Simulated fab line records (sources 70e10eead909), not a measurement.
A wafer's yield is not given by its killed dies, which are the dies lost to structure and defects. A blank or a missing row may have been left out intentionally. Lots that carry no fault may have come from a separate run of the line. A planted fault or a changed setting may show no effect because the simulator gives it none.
Struck lot and sound lot, side by side || flow nand harc || 40 out of 1302 route steps
Sound: the wafers L916.1, L916.3, L916.5. Wafers L919.2, L919.4, L919.6 were the ones struck. At the end, the cause is stated.
For every step that has rows: the tool of each side, followed by ch and its chambers, followed by its first start. Under that, the readings that differ: sound wafers || struck wafers || difference of the means || sigmas: that difference in standard deviations of wafers without a fault.
alike: readings whose means differ by less than 2 such deviations, and words and numbers that are the same on both sides. not compared: withheld readings, readings that some wafer has no value for, bounds like >300 that may hide the same value, and numbers for which the record gives no deviation and whose values overlap.
The two part at a step that has a row with sigmas, a row that says differs or no value, or rows on one side only. Numbers that have no deviation but don't overlap get no sigmas and don't part them. A reading missing from all wafers of one side parts the sides only when that side holds two or more wafers.

NHARC_P_M1_INSPECT_11:
  sound on defect inspect-02, day 7 18:13; struck on defect inspect-01, day 8 15:55
  alike: raw defect count
then, 3 steps without rows for these wafers: NHARC_P_M1_DESCUM_14 (chemistry O2, time 3 s); NHARC_P_M1_ETCH_35 (etches the open film in N2/H2, target depth 40 nm, overetch 12 nm, time 43.94 s); NHARC_P_M1_ETCH_15 (etches the open film in C4F8/Ar, target depth 182.5 nm, time 91.2 s).
NHARC_P_M1_CD_MEAS_16:
  sound on cd sem-01, day 7 18:35; struck on cd sem-01, day 8 16:17
  alike: cd nm
NHARC_P_M1_STRIP_18: strips in N2/H2.
  sound on rie diel-06 ch 1,3, day 7 18:40; struck on rie diel-09 ch 0,2,3, day 8 16:23
  alike: chamber pressure mTorr, drypump motor current A, oes product au, rf vpp V, showerhead plenum p Torr, throttle valve pct
  not compared: rf hours counter h
then, 4 steps without rows for these wafers: NHARC_P_M1_ETCH_28 (etches the open film in CF4/N2, target depth 30 nm, time 72.99 s); NHARC_P_M1_STRIP_19 (strips in post etch residue remover, time 600 s); NHARC_P_M1_DEGAS_29 (time 60 s); NHARC_P_M1_PRE_CLEAN_30 (time 30 s).
NHARC_P_M1_PVD_20: deposits TaN, target thk 5 nm, time 8.06 s.
  sound on pvd sputter-01; struck on pvd sputter-03
  alike: throttle valve pct
then, 1 step without rows for these wafers: NHARC_P_M1_PVD_21 (deposits Cu, target thk 30 nm, time 20.49 s).
NHARC_P_M1_ECD_22: material Cu, target thk 400 nm.
  sound on ecd cu-02 ch 0,1, day 7 19:43; struck on ecd cu-01 ch 0,1, day 8 17:23
then, 2 steps without rows for these wafers: NHARC_P_M1_ANNEAL_31 (time 90 s); NHARC_P_M1_CMP_23 (polishes, t overpolish 20 s, target thk 157.82 nm).
NHARC_P_M1_THK_MEAS_24: measures by xrf.
  sound on film metro-02, day 7 20:42; struck on film metro-01, day 8 18:26
  alike: thk nm
then, 13 steps without rows for these wafers: NHARC_P_M1_SRD_25; NHARC_P_M1_PRE_CLEAN_32 (time 12 s); NHARC_P_M1_DEP_33 (deposits SiCN, target thk 30 nm); NHARC_P_M2_DEP_00 (deposits SiOC, target thk 182.5 nm); NHARC_P_M2_DEHYDRATE_01 (time 120 s); NHARC_P_M2_HMDS_02 (time 30 s); NHARC_P_M2_COAT_34 (time 65 s); NHARC_P_M2_COAT_03 (resist thk 90 nm); NHARC_P_M2_SOFTBAKE_04 (time 55 s); NHARC_P_M2_EBR_05; NHARC_P_M2_EXPOSE_06 (exposes mask P M2, target cd 170 nm); NHARC_P_M2_PEB_07 (peb time 65 s); NHARC_P_M2_DEVELOP_08 (develop time 35 s).
NHARC_P_M2_CD_MEAS_09: target cd 170 nm.
  sound on cd sem-03 ch 0, day 7 22:08; struck on cd sem-02 ch 0, day 8 19:51
  alike: cd nm
NHARC_P_M2_OVL_MEAS_10: pitch 340 nm.
  sound on overlay-01, day 7 22:13; struck on overlay-01, day 8 19:56
{"reading": "overlay x nm (nm)", "sound": "-1.8 -1.2 -1.6", "struck": "-0.6 0.1 0.2", "difference": "+1.4", "sigmas": "+2"}
  alike: overlay y nm
then, 1 step without rows for these wafers: NHARC_P_M2_DESCUM_14 (chemistry O2, time 3 s).
NHARC_P_M2_ETCH_35: etches the open film in N2/H2, target depth 40 nm, overetch 12 nm, time 43.94 s.
  sound on rie diel-07 ch 1,3, day 7 22:28; struck on rie diel-07 ch 0,3, day 8 20:07
  alike: chamber pressure mTorr, drypump motor current A, oes product au, rf vpp V, showerhead plenum p Torr, throttle valve pct
  not compared: rf hours counter h
then, 1 step without rows for these wafers: NHARC_P_M2_ETCH_15 (etches the open film in C4F8/Ar, target depth 182.5 nm, time 91.2 s).
NHARC_P_M2_CD_MEAS_16:
  sound on cd sem-01, day 7 22:46; struck on cd sem-01, day 8 20:20
  alike: cd nm
NHARC_P_M2_STRIP_18: strips in N2/H2.
  sound on rie diel-05 ch 2,3, day 7 22:50; struck on rie diel-05 ch 0,1,2, day 8 20:28
  alike: chamber pressure mTorr, drypump motor current A, oes product au, rf vpp V, showerhead plenum p Torr, throttle valve pct
  not compared: rf hours counter h
NHARC_P_M2_ETCH_28: etches the open film in CF4/N2, target depth 30 nm, time 72.99 s.
  sound on rie diel-05 ch 2,3; struck on rie diel-05 ch 0,1,2
  alike: chamber pressure mTorr, drypump motor current A, oes product au, rf vpp V, showerhead plenum p Torr, throttle valve pct
  not compared: rf hours counter h
then, 2 steps without rows for these wafers: NHARC_P_M2_STRIP_19 (strips in post etch residue remover, time 600 s); NHARC_P_M2_DEGAS_29 (time 60 s).
-- break in the record here, with 18 days between the starts of the struck wafers on either side (left off in module P_M2, picked up again in module END, where the first step shown is number 1302 on the route) --
NHARC_END_SORT_01:
  sound on prober-02 ch 0, day 26 01:06; struck on prober-02 ch 0, day 26 22:46
{"reading": "defect limited yield (%)", "sound": "87 86 84", "struck": "19 19 21", "difference": -66, "sigmas": -19}
{"reading": "killed at array", "sound": "81 89 92", "struck": "24 36 32", "difference": -57, "sigmas": -2}
{"reading": "killed at periphery", "sound": "3 3 10", "struck": "523 510 500", "difference": "+506", "sigmas": "+99 or more"}
{"reading": "killed dies", "sound": "86 92 106", "struck": "547 546 535", "difference": "+448", "sigmas": "+19"}
  alike: killed at other, killed open, killed short

WHERE THEY PART
First at NHARC_P_M2_OVL_MEAS_10; last, within this record, at NHARC_END_SORT_01.

WHY: what had been put in by the simulator
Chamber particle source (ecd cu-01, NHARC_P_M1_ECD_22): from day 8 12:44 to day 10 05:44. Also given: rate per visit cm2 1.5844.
